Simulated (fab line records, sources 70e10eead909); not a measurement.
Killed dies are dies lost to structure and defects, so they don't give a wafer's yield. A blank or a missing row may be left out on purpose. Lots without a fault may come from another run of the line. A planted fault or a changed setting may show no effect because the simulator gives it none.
fab line records | flow nand_harc
record lots=6 wafers=18 last_day=24
route steps=1159 shown P_M0@282 P_M1@285 END@1159
lots that met no fault: from a run of the same line without faults
start_h: hours from the record's first day to the start of the lot's first wafer shown | wait_h: hours since the lot's step before | " the same as in the row above | L1.1+2: a row that stands for several wafers | - no value, or no start given | * or withheld: withheld | < > ~ a bound
route shown NAME@n: a module of which the file shows steps, and the number in the route of the first | usual: mean/standard deviation of fault-free wafers | same: alike in all rows | chamber/n: place in a boat | sites: the reading at each site | _std_site: their standard deviation | _edge_site: outer sites' mean less inner sites' | radius_mm: how far each site lies from the wafer's centre | mask NAME#n: copy n | behind: the tool/chamber that last shaped the wafer | hold: why the lot was held/for how many hours/how that ended | device: the transistor (n, p or np) that didn't switch | end of line: the same wafers' tests at the end of the route | a step without rows: its recipe alone | killed: dies lost to structure and defects at the first sort, not the wafer's yield | map: a wafer's dies, x killed, . not, _ none there
set.NAME: the setting as run; set.NAME@STEP: as run at that earlier step | model.NAME: the simulator's own value behind a step, which no gauge read
lots at some steps of the route; a table a step, a row a wafer
services: from which hour (start_h, from the record's first day; less than 0 if before it) a tool's chamber was out of use, for how many hours, and why
## steps
# step NHARC_P_M0_INSPECT_27
# usual raw_defect_count=315/150
# columns lot.wafer tool chamber start_h wait_h raw_defect_count
L213.4 defect_inspect-02 - 155.73 0.0 136
L213.5 " - " " 278
L213.6 " - " " 283
L217.2 defect_inspect-01 - 177.00 0.0 243
L217.3 " - " " 293
L217.6 " - " " 213
L218.3 defect_inspect-01 - 200.66 0.0 328
L218.5 " - " " 293
L218.6 " - " " 385
L225.1 defect_inspect-02 - 229.33 0.0 169
L225.2 " - " " 190
L225.3 " - " " 193
L227.4 defect_inspect-01 - 230.04 0.0 330
L227.5 " - " " 271
L227.6 " - " " 259
L226.1 defect_inspect-02 - 231.26 0.0 388
L226.2 " - " " 412
L226.6 " - " " 313
# step NHARC_P_M0_PRE_CLEAN_31
# recipe time_s=12 temp_c=370 rf_power_w=300 gas=NH3
# usual heater_power_w=619/70 rf_fwd_power_W=292.6/0.76
# same time_s=12
# columns lot.wafer tool chamber start_h wait_h heater_power_w rf_fwd_power_W
L213.5 pecvd-01 1 155.83 0.1 497 292.7
L213.4 " 2 " " 750 292.8
L213.6 " 0 " " 580 293.5
L217.2 pecvd-04 2 177.07 0.1 638 291.4
L217.3 " 1 " " 601 291.1
L217.6 " 0 " " 611 291.8
L218.3 pecvd-01 0 200.76 0.1 553 293.4
L218.5 " 2 " " 700 292.7
L218.6 " 0 " " 571 293.6
L225.2 pecvd-02 0 229.39 0.1 474 293.5
L225.1 " 1 " " 663 292.4
L225.3 " 2 " " 640 291.7
L227.6 pecvd-02 0 230.15 0.1 443 292.4
L227.4 " 1 " " 607 293.4
L227.5 " 2 " " 574 293.0
L226.1 pecvd-02 0 231.33 0.1 487 292.7
L226.2 " 2 " " 649 292.4
L226.6 " 2 " " 654 292.1
# step NHARC_P_M0_DEP_32
# recipe target_thk_a=300 temp_c=370 target_thk_nm=30 pressure_torr=3 flow_sccm=200 rf_w=450 material=SiCN
# usual heater_power_w=577/67 rf_fwd_power_W=449.1/1.3
# columns lot.wafer tool chamber start_h wait_h heater_power_w rf_fwd_power_W
L213.5 pecvd-01 1 156.00 0.2 508 450.9
L213.4 " 2 " " 666 449.6
L213.6 " 0 " " 575 450.5
L217.2 pecvd-04 2 177.15 0.1 623 448.5
L217.3 " 1 " " 606 449.7
L217.6 " 0 " " 589 447.5
L218.3 pecvd-01 0 200.89 0.1 597 449.9
L218.5 " 2 " " 615 449.6
L218.6 " 0 " " 595 450.2
L225.2 pecvd-02 0 229.47 0.1 476 448.8
L225.1 " 1 " " 615 446.8
L225.3 " 2 " " 510 449.5
L227.6 pecvd-02 0 230.31 0.2 391 451.9
L227.4 " 1 " " 609 449.4
L227.5 " 2 " " 523 449.7
L226.1 pecvd-02 0 231.41 0.1 491 451.0
L226.2 " 2 " " 532 448.2
L226.6 " 2 " " 541 447.2
# step NHARC_P_M1_DEP_00
# recipe target_thk_a=1825 target_thk_nm=182.5 temp_c=withheld pressure_torr=5 flow_sccm=200 rf_w=600 material=SiOC
# step NHARC_P_M1_DEHYDRATE_01
# recipe temp_c=150 time_s=120
# step NHARC_P_M1_HMDS_02
# recipe time_s=30
# step NHARC_P_M1_COAT_34
# recipe temp_c=200 time_s=65
# step NHARC_P_M1_COAT_03
# recipe spin_rpm=1500 resist_thk_nm=90
# step NHARC_P_M1_SOFTBAKE_04
# recipe temp_c=105 time_s=55
# step NHARC_P_M1_EBR_05
# step NHARC_P_M1_EXPOSE_06
# recipe na=1.35 target_cd_nm=130 dose_mj=81.88 mask_id=P_M1
# step NHARC_P_M1_PEB_07
# recipe peb_temp_c=100 peb_time_s=65
# columns lot.wafer tool chamber start_h wait_h
L213.4+5+6 litho_track-01 0 157.02 0.0
L217.2+3+6 litho_track-01 0 178.30 0.1
L218.3+5+6 litho_track-01 0 202.09 0.0
L225.1+2+3 litho_track-04 0 230.65 0.1
L227.4+5+6 litho_track-06 0 231.35 0.0
L226.1+2+6 litho_track-04 0 232.58 0.1
# step NHARC_P_M1_DEVELOP_08
# recipe develop_time_s=35 dev_temp_c=23
# step NHARC_P_M1_CD_MEAS_09
# recipe target_cd_nm=130 landing_energy_ev=500
# usual cd_nm=129.6/0.97
# columns lot.wafer tool chamber start_h wait_h cd_nm
L213.4 cd_sem-01 0 157.10 - 130.3
L213.5 " 0 " " 129.2
L213.6 " 0 " " 128.4
L217.2 cd_sem-03 0 178.38 - 127.4
L217.3 " 0 " " 129.3
L217.6 " 0 " " 135.3
L218.3 cd_sem-01 0 202.17 - 128.3
L218.5 " 0 " " 128.7
L218.6 " 0 " " 135.2
L225.1 cd_sem-03 0 230.73 - 129.1
L225.2 " 0 " " 129.6
L225.3 " 0 " " 128.1
L227.4 cd_sem-01 0 231.44 - 129.0
L227.5 " 0 " " 129.9
L227.6 " 0 " " 129.9
L226.1 cd_sem-03 0 232.66 - 130.3
L226.2 " 0 " " 130.4
L226.6 " 0 " " 128.9
# step NHARC_P_M1_OVL_MEAS_10
# recipe pitch_nm=260
# usual overlay_x_nm=0.2/0.67 overlay_y_nm=0.2/0.84
# columns lot.wafer tool chamber start_h wait_h overlay_x_nm overlay_y_nm
L213.4 overlay-02 - 157.18 - 0.8 0.1
L213.5 " - " " 0.5 0.0
L213.6 " - " " 0.4 -0.1
L217.2 overlay-01 - 178.46 - 0.1 0.4
L217.3 " - " " 0.2 1.0
L217.6 " - " " -0.2 0.6
L218.3 overlay-02 - 202.26 - 0.3 -1.0
L218.5 " - " " 0.0 0.0
L218.6 " - " " 0.2 -0.1
L225.1 overlay-02 - 230.82 - -0.1 -0.3
L225.2 " - " " 0.2 -0.8
L225.3 " - " " 0.0 0.1
L227.4 overlay-01 - 231.52 - 0.8 -0.9
L227.5 " - " " 1.4 -0.6
L227.6 " - " " 1.7 -1.2
L226.1 overlay-01 - 232.75 - 0.0 0.2
L226.2 " - " " -0.6 0.2
L226.6 " - " " -1.0 0.7
# step NHARC_P_M1_INSPECT_11
# usual raw_defect_count=4.1/2.4
# columns lot.wafer tool chamber start_h wait_h raw_defect_count
L213.4 defect_inspect-01 - 157.22 0.0 5
L213.5 " - " " 5
L213.6 " - " " 5
L217.2 defect_inspect-02 - 178.50 0.0 3
L217.3 " - " " 1
L217.6 " - " " 2
L218.3 defect_inspect-02 - 202.29 0.0 2
L218.5 " - " " 5
L218.6 " - " " 5
L225.1 defect_inspect-02 - 230.85 0.0 0
L225.2 " - " " 4
L225.3 " - " " 3
L227.4 defect_inspect-02 - 231.56 0.0 2
L227.5 " - " " 2
L227.6 " - " " 5
L226.1 defect_inspect-02 - 232.78 0.0 0
L226.2 " - " " 6
L226.6 " - " " 3
# step NHARC_P_M1_DESCUM_14
# recipe time_s=3 o2_flow_sccm=200 ar_flow_sccm=0 bias_power_w=0 chemistry=O2
# usual drypump_motor_current_A=5.7/0.42 o2_flow_sccm=200.1/0.57 oes_product_au=1.000/0.0096 rf_vpp_V=57.8/0.92 showerhead_plenum_p_Torr=1.94/0.094 throttle_valve_pct=11.310/0.0081
# same time_s=3
# columns lot.wafer tool chamber start_h wait_h drypump_motor_current_A o2_flow_sccm oes_product_au rf_hours_counter_h rf_vpp_V showerhead_plenum_p_Torr throttle_valve_pct model.P_M1.cd_nm
L213.4 rie_diel-12 0 157.30 0.1 5.0 201.2 1.002 3 57.4 1.98 11.316 129
L213.6 " 1 " " 5.2 200.0 1.011 - 57.3 1.87 11.314 128.5
L213.5 " 2 " " 6.4 200.1 1.005 - 56.7 1.87 11.316 128.5
L217.3 rie_diel-02 3 178.56 0.1 5.8 200.3 0.980 2 58.4 2.04 11.316 129.3
L217.2 " 1 " " 5.6 200.5 1.002 2 57.2 1.79 11.313 128.5
L217.6 " 0 " " 5.7 200.2 0.995 - 57.7 1.94 11.311 134.4
L218.3 rie_diel-12 1 202.36 0.1 5.2 199.0 1.006 4 58.2 1.87 11.316 128.4
L218.6 " 0 " " 5.0 200.1 1.002 - 57.8 1.98 11.305 133.9
L218.5 " 1 " " 5.2 199.3 1.001 - 57.8 1.86 11.299 129.1
L225.1 rie_diel-12 1 230.91 0.1 5.2 200.0 1.011 0 57.2 1.86 11.308 128.3
L225.3 " 3 " " 5.6 199.8 0.995 0 58.9 2.06 11.319 127.8
L225.2 " 0 " " 5.0 200.7 1.002 0 58.6 1.98 11.321 129.3
L227.4 rie_diel-05 3 231.62 0.1 6.1 200.1 0.993 5 56.4 1.82 11.300 129.1
L227.6 " 2 " " 5.5 199.3 1.008 - 60.0 2.01 11.311 129.5
L227.5 " 3 " " 6.1 200.4 0.984 - 57.5 1.82 11.309 130.1
L226.2 rie_diel-12 1 232.86 0.1 5.2 199.9 1.010 0 56.2 1.86 11.288 130.2
L226.1 " 2 " " 6.4 200.1 1.009 1 58.0 1.87 11.308 130.9
L226.6 " 3 " " 5.6 200.2 1.002 - 58.8 2.06 11.313 128.9
# step NHARC_P_M1_ETCH_35
# recipe target_depth_a=400 overetch_a=120 time_s=43.94 ion_energy_ev=200 n2_flow_sccm=150 h2_flow_sccm=150 ar_flow_sccm=0 rf_w=400 bias_w=150 chemistry=N2/H2
# usual drypump_motor_current_A=5.7/0.41 h2_flow_sccm=150.0/0.5 oes_product_au=0.998/0.011 rf_fwd_power_W=395.0/2.2 rf_vpp_V=430.8/3 showerhead_plenum_p_Torr=2.06/0.11 throttle_valve_pct=14.171/0.0083
# same time_s=43.94
# columns lot.wafer tool chamber start_h wait_h drypump_motor_current_A h2_flow_sccm oes_product_au rf_fwd_power_W rf_hours_counter_h rf_vpp_V showerhead_plenum_p_Torr throttle_valve_pct
L213.4 rie_diel-12 0 157.36 0.1 5.0 150.0 1.001 396.9 3 432.5 2.11 14.179
L213.5 " 0 " " 4.9 150.4 0.989 398.0 - 432.7 2.11 14.175
L213.6 " 1 " " 5.2 150.1 1.011 392.7 - 427.5 1.99 14.165
L217.3 rie_diel-02 3 178.65 0.1 5.8 150.6 0.992 396.7 2 434.6 2.18 14.162
L217.2 " 2 " " 6.3 150.1 1.001 391.7 2 431.0 2.04 14.171
L217.6 " 3 " " 5.8 150.1 0.981 393.8 - 434.4 2.18 14.161
L218.3 rie_diel-02 3 202.49 0.1 5.8 149.4 0.975 396.2 - 435.0 2.18 14.175
L218.6 " 3 " " 5.8 150.0 0.973 395.5 - 434.9 2.18 14.178
L218.5 " 1 " " 5.6 151.0 0.996 397.1 - 426.8 1.90 14.180
L225.3 rie_diel-12 0 231.00 0.1 5.0 150.5 0.997 398.5 0 432.4 2.11 14.172
L225.2 " 1 " " 5.2 150.5 1.015 392.8 0 429.5 1.99 14.168
L225.1 " 2 " " 6.4 150.5 1.008 393.7 0 428.5 2.00 14.167
L227.4 rie_diel-05 3 231.71 0.1 6.1 150.6 0.970 394.7 5 427.4 1.94 14.170
L227.5 " 1 " " 5.7 150.1 0.989 393.8 - 426.0 1.91 14.175
L227.6 " 2 " " 5.5 150.0 0.993 395.9 - 433.4 2.15 14.165
L226.2 rie_diel-12 1 232.94 0.1 5.2 149.6 1.015 392.1 0 428.7 1.99 14.163
L226.1 " 2 " " 6.4 150.2 1.015 391.1 1 430.2 2.00 14.181
L226.6 " 0 " " 5.0 149.5 1.002 397.9 - 433.1 2.11 14.165
# step NHARC_P_M1_ETCH_15
# recipe target_depth_a=1825 time_s=91.2 c4f8_flow_sccm=withheld ar_flow_sccm=400 rf_w=600 bias_w=300 chemistry=C4F8/Ar
# usual oes_product_au=0.951/0.026 rf_fwd_power_W=595.3/2.3 rf_vpp_V=441/3
# same time_s=91.2
# columns lot.wafer tool chamber start_h wait_h oes_product_au rf_fwd_power_W rf_hours_counter_h rf_vpp_V
L213.4 rie_diel-12 3 - - 0.933 596.3 3 446
L213.6 " 1 " " 0.927 590.5 - 440
L213.5 " 2 " " 0.926 593.6 - 440
L217.3 rie_diel-02 2 - - 0.983 594.7 2 440
L217.2 " 3 " " 0.950 597.3 2 445
L217.6 " 1 " " 0.991 596.0 - 436
L218.3 rie_diel-05 0 202.63 0.1 0.997 596.7 3 441
L218.6 " 1 " " 1.003 596.3 - 437
L218.5 " 2 " " 0.994 596.3 - 443
L225.3 rie_diel-12 3 - - 0.972 598.0 0 445
L225.1 " 0 " " 0.985 600.8 0 443
L225.2 " 1 " " 0.967 591.8 0 439
L227.4 rie_diel-05 1 - - 0.984 595.9 5 438
L227.6 " 0 " " 0.967 592.2 - 442
L227.5 " 1 " " 0.982 596.9 - 437
L226.1 rie_diel-12 2 - - 0.987 589.3 1 439
L226.2 " 1 " " 0.987 595.3 0 440
L226.6 " 2 " " 0.988 591.4 - 440
# step NHARC_P_M1_CD_MEAS_16
# usual cd_nm=129.5/1.2
# columns lot.wafer tool chamber start_h wait_h cd_nm
L213.4 cd_sem-01 - 157.59 - 128.8
L213.5 " - " " 128.0
L213.6 " - " " 128.9
L217.2 cd_sem-03 - 178.87 - 129.2
L217.3 " - " " 129.5
L217.6 " - " " 135.0
L218.3 cd_sem-03 - 202.75 - 128.8
L218.5 " - " " 129.1
L218.6 " - " " 134.1
L225.1 cd_sem-02 - 231.22 - 127.9
L225.2 " - " " 129.5
L225.3 " - " " 127.4
L227.4 cd_sem-03 - 231.94 - 129.1
L227.5 " - " " 129.8
L227.6 " - " " 128.9
L226.1 cd_sem-02 - 233.15 - 130.9
L226.2 " - " " 130.5
L226.6 " - " " 128.4
# step NHARC_P_M1_STRIP_18
# recipe power_w=1000 n2_flow_sccm=150 h2_flow_sccm=150 ar_flow_sccm=0 bias_w=0 chemistry=N2/H2
# usual drypump_motor_current_A=5.7/0.39 h2_flow_sccm=150.0/0.47 oes_product_au=0.997/0.012 power_w=1000/3.1 rf_fwd_power_W=997/3.2 rf_vpp_V=90.8/1.1 showerhead_plenum_p_Torr=2.04/0.11 throttle_valve_pct=14.170/0.0085
# columns lot.wafer tool chamber start_h wait_h drypump_motor_current_A h2_flow_sccm oes_product_au power_w rf_fwd_power_W rf_hours_counter_h rf_vpp_V showerhead_plenum_p_Torr throttle_valve_pct
L213.4 rie_diel-05 3 157.73 0.1 6.1 150.0 0.994 1007 996 15 89.3 1.94 14.184
L213.6 " 0 " " 5.2 150.1 0.983 996 997 - 89.5 2.10 14.186
L213.5 " 1 " " 5.7 149.6 1.019 1002 1001 - 91.8 1.91 14.167
L217.2 rie_diel-05 0 178.94 0.1 5.2 149.7 0.988 998 998 0 91.7 2.10 14.152
L217.3 " 2 " " 5.5 149.8 0.997 997 1000 0 92.1 2.15 14.177
L217.6 " 1 " " 5.7 149.4 1.006 999 1001 - 90.2 1.91 14.164
L218.3 rie_diel-02 1 202.93 0.2 5.6 150.7 1.002 1007 996 - 89.9 1.90 14.165
L218.5 " 1 " " 5.6 150.4 1.009 1002 998 - 91.0 1.90 14.164
L218.6 " 3 " " 5.8 150.2 0.985 998 994 - 92.4 2.18 14.172
L225.1 rie_diel-02 1 231.29 0.1 5.6 150.5 1.002 1007 996 8 88.1 1.90 14.168
L225.2 " 2 " " 6.3 149.6 0.995 999 990 4 91.5 2.04 14.177
L225.3 " 3 " " 5.8 149.3 0.989 1002 999 8 92.6 2.18 14.176
L227.4 rie_diel-12 3 232.02 0.1 5.6 149.7 0.997 1004 996 0 93.0 2.20 14.157
L227.5 " 3 " " 5.6 149.7 1.004 1006 998 - 91.9 2.20 14.178
L227.6 " 0 " " 5.0 149.6 1.005 998 995 - 90.3 2.11 14.163
L226.1 rie_diel-12 2 233.28 0.1 6.5 149.8 1.012 996 994 1 90.8 2.00 14.162
L226.2 " 3 " " 5.6 149.7 0.998 1003 994 1 91.9 2.20 14.180
L226.6 " 0 " " 5.0 149.5 0.997 1006 999 - 92.3 2.11 14.189
# step NHARC_P_M1_ETCH_28
# recipe target_depth_a=300 over_etch_frac=0.3 time_s=72.99 ion_energy_ev=150 cf4_flow_sccm=50 n2_flow_sccm=100 ar_flow_sccm=150 rf_w=300 bias_w=100 chemistry=CF4/N2
# usual drypump_motor_current_A=5.7/0.38 oes_product_au=0.997/0.011 rf_fwd_power_W=297.4/1.3 rf_vpp_V=313.8/2.3 showerhead_plenum_p_Torr=2.62/0.13 throttle_valve_pct=19.794/0.009
# same time_s=72.99
# columns lot.wafer tool chamber start_h wait_h drypump_motor_current_A oes_product_au rf_fwd_power_W rf_hours_counter_h rf_vpp_V showerhead_plenum_p_Torr throttle_valve_pct model.P_M1.cd_nm
L213.4 rie_diel-05 0 - - 5.2 0.986 295.3 13 316.5 2.70 19.783 127.9
L213.6 " 1 " " 5.7 1.007 297.0 - 311.9 2.48 19.798 128.6
L213.5 " 2 " " 5.5 0.977 297.3 - 316.2 2.76 19.795 128
L217.3 rie_diel-05 1 - - 5.7 0.997 297.4 0 311.7 2.48 19.764 129.8
L217.2 " 0 " " 5.2 0.995 298.8 0 315.6 2.70 19.793 129
L217.6 " 1 " " 5.7 1.003 297.3 - 311.3 2.48 19.814 135.6
L218.3 rie_diel-02 1 203.25 0.3 5.6 0.994 299.6 - 310.9 2.46 19.786 129.2
L218.5 " 1 " " 5.6 1.009 296.5 - 310.1 2.46 19.792 129.1
L218.6 " 3 " " 5.8 0.986 297.3 - 316.7 2.80 19.792 133.9
L225.1 rie_diel-02 1 - - 5.6 1.001 299.2 8 311.0 2.46 19.792 128.2
L225.3 " 2 " " 6.3 1.002 295.4 4 314.0 2.62 19.801 127.1
L225.2 " 3 " " 5.8 0.989 294.9 8 316.6 2.79 19.801 129.2
L227.4 rie_diel-12 0 - - 5.0 1.005 298.5 0 314.9 2.71 19.799 128.2
L227.6 " 1 " " 5.2 1.013 296.2 - 313.7 2.56 19.786 129.7
L227.5 " 2 " " 6.4 1.010 294.4 - 312.1 2.58 19.807 128.8
L226.1 rie_diel-12 3 - - 5.6 0.993 297.6 1 317.1 2.82 19.778 131
L226.2 " 0 " " 5.0 0.997 299.9 1 315.4 2.71 19.783 129.9
L226.6 " 1 " " 5.2 1.016 297.7 - 315.1 2.56 19.801 128.9
# step NHARC_P_M1_STRIP_19
# recipe time_s=600 temp_c=30 chemistry=post_etch_residue_remover
# step NHARC_END_SORT_01
# recipe temp_c=25
# usual defect_limited_yield=95.5/1.5 killed_at_array=27/10 killed_at_other=0.6/0.96 killed_at_periphery=3.4/2.7 killed_dies=31/10 killed_open=2.9/1.8 killed_short=1.8/1.4 sort_bin_2_pct=1.4/0.66 sort_bin_3_pct=0.25/0.23 sort_bin_4_pct=2.8/0.94 sort_n_pass=646/10 sort_rim_yield_pct=96.2/2.6 sort_yield_pct=95.5/1.5
# same gross_dies=677 sort_bin_5_pct[%]=0 sort_bin_6_pct[%]=0 sort_bin_7_pct[%]=0 sort_bin_8_pct[%]=0 sort_rim_n_gross=106.00
# columns lot.wafer tool chamber start_h wait_h defect_limited_yield[%] killed_at_array killed_at_other killed_at_periphery killed_dies killed_open killed_short sort_bin_2_pct[%] sort_bin_3_pct[%] sort_bin_4_pct[%] sort_n_pass sort_rim_yield_pct[%] sort_yield_pct[%]
L213.4 prober-01 0 475.35 3.4 93.8 39 0 3 42 2 6 3.4 0.44 2.4 635 88.7 93.8
L213.5 prober-01 0 476.15 3.7 93.8 37 0 5 42 5 0 1.9 0.15 4.1 635 96.2 93.8
L213.6 prober-01 0 476.94 4.0 94.5 35 0 2 37 3 3 1.6 0.15 3.7 640 93.4 94.5
L217.2 prober-02 0 493.59 2.8 97.2 15 1 3 19 5 3 0.7 0.15 1.9 658 96.2 97.2
L217.3 prober-02 0 494.40 3.1 96.8 19 0 3 22 1 1 0.6 0.15 2.5 655 98.1 96.8
L217.6 prober-02 0 496.81 4.0 97.9 13 0 1 14 2 3 0.6 0.15 1.3 663 98.1 97.9
L218.3 prober-02 0 518.99 3.1 94.2 38 0 1 39 2 0 1.0 0.59 4.1 638 99.1 94.2
L218.5 prober-02 0 520.60 3.7 93.9 38 1 2 41 6 1 1.9 0.15 4.0 636 95.3 93.9
L218.6 prober-02 0 521.41 4.0 93.8 41 0 1 42 3 1 2.4 0 3.8 635 91.5 93.8
L225.1 prober-01 0 563.56 2.5 96.6 22 0 1 23 4 0 1.3 0 2.1 654 95.3 96.6
L225.2 prober-01 0 564.37 2.8 95.1 32 0 1 33 4 0 1.3 0.30 3.2 644 98.1 95.1
L225.3 prober-01 0 565.18 3.1 96.5 24 0 0 24 3 1 0.6 0.44 2.5 653 93.4 96.5
L227.4 prober-02 0 566.01 3.4 95.1 30 0 3 33 3 1 1.5 0.74 2.7 644 96.2 95.1
L227.5 prober-02 0 566.80 3.7 96.0 23 1 3 27 3 1 0.9 0.15 3.0 650 95.3 96.0
L227.6 prober-02 0 567.60 4.0 94.7 36 0 0 36 1 2 2.1 0.30 3.0 641 95.3 94.7
L226.1 prober-02 0 571.40 2.5 94.2 38 0 1 39 4 1 2.4 0.44 3.0 638 89.6 94.2
L226.2 prober-02 0 572.19 2.8 94.5 33 0 4 37 1 1 1.9 0 3.5 640 99.1 94.5
L226.6 prober-02 0 575.37 4.0 95.0 31 0 3 34 3 3 1.2 0.44 3.4 643 88.7 95.0
# killed by level:class
L213.4 A_CHANNEL_HOLE_D1:chamber_film_flake=13 A_SLIT:chamber_film_flake=7 A_BLC:chamber_film_flake=6 P_GATE:chamber_film_flake=3 A_CHANNEL_FILL_D1:geometric_particle:short=2 A_CONTACT:geometric_particle:open=2 A_STAIRCASE:chamber_film_flake=2 A_WL_FILL:chamber_film_flake=2
L213.5 A_CHANNEL_HOLE_D1:chamber_film_flake=18 A_SLIT:chamber_film_flake=8 A_STAIRCASE:chamber_film_flake=4 P_GATE:chamber_film_flake=3 A_BLC:chamber_film_flake=3 A_CONTACT:geometric_particle:open=2 P_CONTACT:geometric_particle:open=1 P_M0:geometric_particle:open=1
L213.6 A_CHANNEL_HOLE_D1:chamber_film_flake=12 A_SLIT:chamber_film_flake=9 A_STAIRCASE:chamber_film_flake=4 A_WL_FILL:chamber_film_flake=3 A_BLC:geometric_particle:open=2 A_CONTACT:chamber_film_flake=2 P_GATE:geometric_particle:short=1 A_SOURCE_PLATE:geometric_particle:short=1
L217.2 A_CHANNEL_HOLE_D1:chamber_film_flake=5 A_STAIRCASE:chamber_film_flake=4 A_CONTACT:geometric_particle:open=2 P_STI:geometric_particle:open=1 P_M0:geometric_particle:open=1 A_SOURCE_PLATE:geometric_particle:short=1 A_ONON_D1:geometric_particle:open=1 A_WL_FILL:geometric_particle:short=1
L217.3 A_STAIRCASE:chamber_film_flake=8 A_BLC:chamber_film_flake=5 A_CHANNEL_HOLE_D1:chamber_film_flake=4 P_M1:chamber_film_flake=2 P_CONTACT:geometric_particle:open=1 A_CONTACT:geometric_particle:short=1 A_SLIT:chamber_film_flake=1
L217.6 A_STAIRCASE:chamber_film_flake=4 A_CHANNEL_HOLE_D1:chamber_film_flake=3 A_BLC:chamber_film_flake=2 P_GATE:geometric_particle:open=1 A_STAIRCASE:geometric_particle:short=1 A_SGD_CUT:geometric_particle:short=1 A_WL_FILL:geometric_particle:short=1 A_WL_FILL:geometric_particle:open=1
L218.3 A_SLIT:chamber_film_flake=18 A_CONTACT:chamber_film_flake=7 A_CHANNEL_HOLE_D1:chamber_film_flake=6 A_STAIRCASE:chamber_film_flake=4 P_GATE:geometric_particle:open=1 A_CONTACT:geometric_particle:open=1 A_ZERO_WELL:chamber_film_flake=1 A_WL_FILL:chamber_film_flake=1
L218.5 A_SLIT:chamber_film_flake=14 A_STAIRCASE:chamber_film_flake=7 A_CONTACT:chamber_film_flake=6 A_CHANNEL_HOLE_D1:chamber_film_flake=4 A_CONTACT:geometric_particle:open=2 P_CONTACT:geometric_particle:open=1 A_WL_FILL:geometric_particle:open=1 A_BLC:geometric_particle:short=1
L218.6 A_SLIT:chamber_film_flake=18 A_STAIRCASE:chamber_film_flake=7 A_CHANNEL_HOLE_D1:chamber_film_flake=6 A_CONTACT:chamber_film_flake=6 P_M0:geometric_particle:short=1 A_SOURCE_PLATE:geometric_particle:open=1 A_CHANNEL_FILL_D1:geometric_particle:open=1 A_CONTACT:geometric_particle:open=1
L225.1 A_CHANNEL_HOLE_D1:chamber_film_flake=10 A_CONTACT:geometric_particle:open=3 A_CONTACT:chamber_film_flake=3 A_M1:chamber_film_flake=3 A_WL_FILL:chamber_film_flake=2 P_M0:geometric_particle:open=1 A_STAIRCASE:chamber_film_flake=1
L225.2 A_CHANNEL_HOLE_D1:chamber_film_flake=15 A_CONTACT:chamber_film_flake=9 A_M1:chamber_film_flake=2 A_ONON_D1:geometric_particle:open=1 A_CHANNEL_HOLE_D1:geometric_particle:open=1 A_SGD_CUT:geometric_particle:open=1 A_M0:geometric_particle:open=1 P_M1:chamber_film_flake=1
L225.3 A_CHANNEL_HOLE_D1:chamber_film_flake=13 A_WL_FILL:chamber_film_flake=4 A_ONON_D1:geometric_particle:open=1 A_CONTACT:geometric_particle:short=1 A_CONTACT:geometric_particle:open=1 A_BLC:geometric_particle:open=1 A_STAIRCASE:chamber_film_flake=1 A_SGD_CUT:chamber_film_flake=1
L227.4 A_SLIT:chamber_film_flake=13 A_CHANNEL_HOLE_D1:chamber_film_flake=7 P_GATE:chamber_film_flake=2 A_STAIRCASE:chamber_film_flake=2 A_SGD_CUT:chamber_film_flake=2 P_M1:geometric_particle:open=1 A_CONTACT:geometric_particle:open=1 A_BLC:geometric_particle:open=1
L227.5 A_SLIT:chamber_film_flake=11 A_CHANNEL_HOLE_D1:chamber_film_flake=5 A_CONTACT:geometric_particle:open=2 P_M1:geometric_particle:open=1 STARTING-WAFER:geometric_particle:short=1 P_ZERO_WELL:chamber_film_flake=1 P_GATE:chamber_film_flake=1 A_ZERO_WELL:chamber_film_flake=1
L227.6 A_SLIT:chamber_film_flake=17 A_CHANNEL_HOLE_D1:chamber_film_flake=9 A_SGD_CUT:chamber_film_flake=3 A_WL_FILL:chamber_film_flake=2 A_SOURCE_PLATE:geometric_particle:open=1 A_WL_FILL:geometric_particle:short=1 A_CONTACT:geometric_particle:short=1 A_CONTACT:chamber_film_flake=1
L226.1 A_CHANNEL_HOLE_D1:chamber_film_flake=20 A_CONTACT:chamber_film_flake=10 A_WL_FILL:chamber_film_flake=3 P_CONTACT:geometric_particle:open=1 A_CHANNEL_FILL_D1:geometric_particle:open=1 A_CONTACT:geometric_particle:open=1 A_CONTACT:geometric_particle:short=1 A_M0:geometric_particle:open=1
L226.2 A_CHANNEL_HOLE_D1:chamber_film_flake=22 A_CONTACT:chamber_film_flake=4 A_WL_FILL:chamber_film_flake=3 P_GATE:chamber_film_flake=2 P_M0:geometric_particle:short=1 A_M0:geometric_particle:open=1 P_M1:chamber_film_flake=1 A_STAIRCASE:chamber_film_flake=1
L226.6 A_CHANNEL_HOLE_D1:chamber_film_flake=17 A_CONTACT:chamber_film_flake=5 A_WL_FILL:chamber_film_flake=3 P_STI:geometric_particle:short=1 P_M0:geometric_particle:open=1 A_CONTACT:geometric_particle:short=1 A_CONTACT:geometric_particle:open=1 A_BLC:geometric_particle:open=1
## services
# columns tool chamber start_h hours kind
rie_diel-12 0 132.40 - clean
rie_diel-12 1 132.40 - clean
rie_diel-12 2 132.40 - clean
rie_diel-12 3 132.40 - clean
litho_track-04 - 141.00 7.0 pm
rie_diel-02 - 150.70 9.0 pm
pecvd-02 - 153.25 13.0 pm
rie_diel-12 0 156.90 - clean
rie_diel-12 1 156.90 - clean
rie_diel-12 2 156.90 - clean
rie_diel-12 3 156.90 - clean
rie_diel-05 - 163.60 9.0 pm
pecvd-02 - 175.74 1.7 repair
rie_diel-12 0 181.43 - clean
rie_diel-12 1 181.43 - clean
rie_diel-12 2 181.43 - clean
rie_diel-12 3 181.43 - clean
rie_diel-02 2 193.43 27.5 repair
pecvd-04 - 195.25 13.0 pm
rie_diel-02 0 196.45 85.4 repair
rie_diel-12 0 202.41 9.0 vent_cycle
rie_diel-12 2 202.41 9.0 vent_cycle
rie_diel-12 3 202.41 9.0 vent_cycle
rie_diel-12 1 217.54 5.7 repair
## key
first_sign step=NHARC_P_M1_CD_MEAS_09 reading=cd_nm direction=up sigmas=5.9 usual=129.6 struck=135.3
effect step=NHARC_P_M1_CD_MEAS_16 reading=cd_nm direction=up sigmas=4.1 usual=129.5 struck=134.6
model_effect step=NHARC_P_M1_DESCUM_14 value=P_M1.cd_nm without=127.4 struck=134.2
model_effect step=NHARC_P_M1_ETCH_28 value=P_M1.cd_nm without=128 struck=134.7
met_at NHARC_P_M1_PEB_07
struck_wafers L217.6,L218.6
onset_between 157.02 178.30
fault kind=process_parameter_drift tool=litho_track-01 chamber=- onset_h=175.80 steps=NHARC_P_M1_PEB_07 channel=peb_time_s offset=* shape=step end_h=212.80 scope=struck_wafers_only acts_in=* stated=*
